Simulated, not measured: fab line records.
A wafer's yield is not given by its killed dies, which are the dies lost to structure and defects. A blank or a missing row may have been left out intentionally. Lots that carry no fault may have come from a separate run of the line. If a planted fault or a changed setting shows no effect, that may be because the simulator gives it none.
A struck lot beside a sound one | flow n5 finfet | 20 out of 1938 route steps
Sound: wafers L962.3, L962.4, L962.6. Struck: wafer L972.6. (L972.1 of the same lot was not struck and is left out.) The cause comes at the end.
Per side, at each step with rows, come the tool, then ch with its chambers, and then its first start. Under that, the readings that differ: sound wafers | struck wafers | difference of the means | sigmas: that difference in standard deviations of wafers without a fault.
alike: readings whose means differ by less than 2 such deviations, and words and numbers that are the same on both sides. not compared: withheld readings, readings that some wafer has no value for, bounds like >300 that may hide the same value, and numbers for which the record gives no deviation and whose values overlap.
The two part at a step that has a row with sigmas, a row that says differs or no value, or rows on one side only. When numbers do not overlap yet have no deviation, they are printed without sigmas and do not part them. A reading that every wafer of one side lacks parts them only if that side has two wafers or more.

first, 9 steps without rows for these wafers: N5_BEOL_M4_COAT_67 (time 60 s, resist thk 60 nm); N5_BEOL_M4_COAT_68 (time 60 s, resist thk 12 nm); N5_BEOL_M4_COAT_76 (time 60 s, resist thk 5 nm); N5_BEOL_M4_COAT_22 (resist thk 30 nm); N5_BEOL_M4_EBR_24; N5_BEOL_M4_SOFTBAKE_23 (time 60 s); N5_BEOL_M4_EXPOSE_25 (exposes mask V3, defocus 5 nm); N5_BEOL_M4_PEB_26 (peb time 60 s); N5_BEOL_M4_DEVELOP_27 (develop time 30 s).
N5_BEOL_M4_CD_MEAS_28: target cd 26.2 nm, target cd y 24.1 nm.
  sound on cd sem-01 ch 0, day 10 11:44; struck on cd sem-02 ch 0, day 13 03:16
  alike: cd nm
N5_BEOL_M4_OVL_MEAS_29:
  sound on overlay-02 ch 0, day 10 11:47; struck on overlay-01 ch 0, day 13 03:18
  alike: V3_OVL
N5_BEOL_M4_INSPECT_30: inspects for defects (brightfield).
  sound on defect inspect-02 at day 10 11:50; struck on defect inspect-02 at day 13 03:21
  alike: raw defect count
N5_BEOL_M4_DESCUM_33: chemistry O2, time 7 s.
  sound on rie diel-04 ch 0,1, day 10 11:52; struck on rie diel-04 ch 1, day 13 03:23
  reading                                      | sound        | struck | difference | sigmas
  model.CAR-EUV_of_BEOL_M4_COAT_22.thk nm (nm) | 25.8 26 25.8 | 28.2   | +2.3       |
  alike: drypump motor current A, oes product au, rf vpp V, showerhead plenum p Torr, throttle valve pct
  not compared: rf hours counter h
N5_BEOL_M4_ETCH_77: etches underlayer in N2/H2, target depth 6.5 nm, time 5.2 s.
  sound on rie diel-04 ch 0,1, day 10 11:54; struck on rie diel-04 ch 1, day 13 03:25
  alike: drypump motor current A, etch rf on time s, h2 flow sccm, oes product au, rf vpp V, showerhead plenum p Torr, throttle valve pct
  not compared: rf hours counter h
N5_BEOL_M4_ETCH_69: etches SiARC in CF4, target depth 15.6 nm, time 26 s.
  sound on rie diel-04 ch 0,1, day 10 11:55; struck on rie diel-04 ch 1, day 13 03:26
  alike: drypump motor current A, etch rf on time s, oes product au, rf vpp V, showerhead plenum p Torr, throttle valve pct
  not compared: rf hours counter h
N5_BEOL_M4_ALD_98: deposits SiO2, target thk 2.5 nm, pulse time 1 s, co reactant pulse time 1 s.
  sound on ald sin-03 ch 1,2, day 10 12:29; struck on ald sin-03 ch 1, day 13 04:05
  alike: chamber pressure Torr, heater power w, precursor pulse height rel, susceptor temp C
N5_BEOL_M4_ETCHBACK_99: etches SiO2 in CHF3, target depth 5 nm, time 10.4 s.
  sound on rie diel-06 ch 0,1, day 10 18:05; struck on rie diel-01 ch 3, day 13 05:37
  reading                                      | sound             | struck | difference | sigmas
  oes product au (a.u.)                        | 0.86 0.69 0.69    | 0.93   | +0.18      | +2
  showerhead plenum p Torr (Torr)              | 2.26 2.23 2.23    | 2.07   | -0.17      | -2
  throttle valve pct (%)                       | 16.83 16.95 16.96 | 16.53  | -0.38      | -2
  model.CAR-EUV_of_BEOL_M4_COAT_22.thk nm (nm) | 10.2 10.6 10.2    | 12.6   | +2.3       |
  alike: drypump motor current A, oes_ar_750_au, oes_f_703_au, rf vpp V
  not compared: rf hours counter h
N5_BEOL_M4_ETCH_70: etches SOC in N2/H2, target depth 80 nm, overetch 24 nm, time 130 s.
  sound on rie diel-06 ch 0,1, day 10 18:07; struck on rie diel-01 ch 3, day 13 05:39
  reading               | sound             | struck | difference | sigmas
  oes product au (a.u.) | 0.63 0.51 0.51    | 0.67   | +0.12      | +2
  rf vpp V (V)          | 527.6 525.2 526.7 | 520.9  | -5.6       | -2
  alike: drypump motor current A, h2 flow sccm, showerhead plenum p Torr, throttle valve pct
  not compared: rf hours counter h
N5_BEOL_M4_RC_MEAS_101:
  sound on prober-02 ch 0, day 10 22:32; struck on prober-01 ch 0, day 13 10:42
  reading        | sound          | struck | difference | sigmas
  IOFF_N (nA/um) | 0.13 0.18 0.18 | 0.26   | +0.10      | +2
  SS_N (mV/dec)  | 71.1 71.4 71.9 | 73.3   | +1.8       | +2
  alike: DIBL_N, DIBL_P, IOFF_P, ION_N, ION_P, SS_P, VT_N, VT_P
-- a jump in the record: the struck wafers' starts before and after are 4 days apart (it breaks off in module BEOL_M4 and resumes in module PASSIVATION, where the first step shown is number 1936 of the route) --
N5_PASSIVATION_PROBE_49:
  rows exist in the record for the struck wafers here (prober-01, day 17 19:20), but not for the sound ones

WHERE THEY PART
Earliest at N5_BEOL_M4_ETCHBACK_99; latest, in this record, at N5_PASSIVATION_PROBE_49.

WHY: the cause the simulator had injected
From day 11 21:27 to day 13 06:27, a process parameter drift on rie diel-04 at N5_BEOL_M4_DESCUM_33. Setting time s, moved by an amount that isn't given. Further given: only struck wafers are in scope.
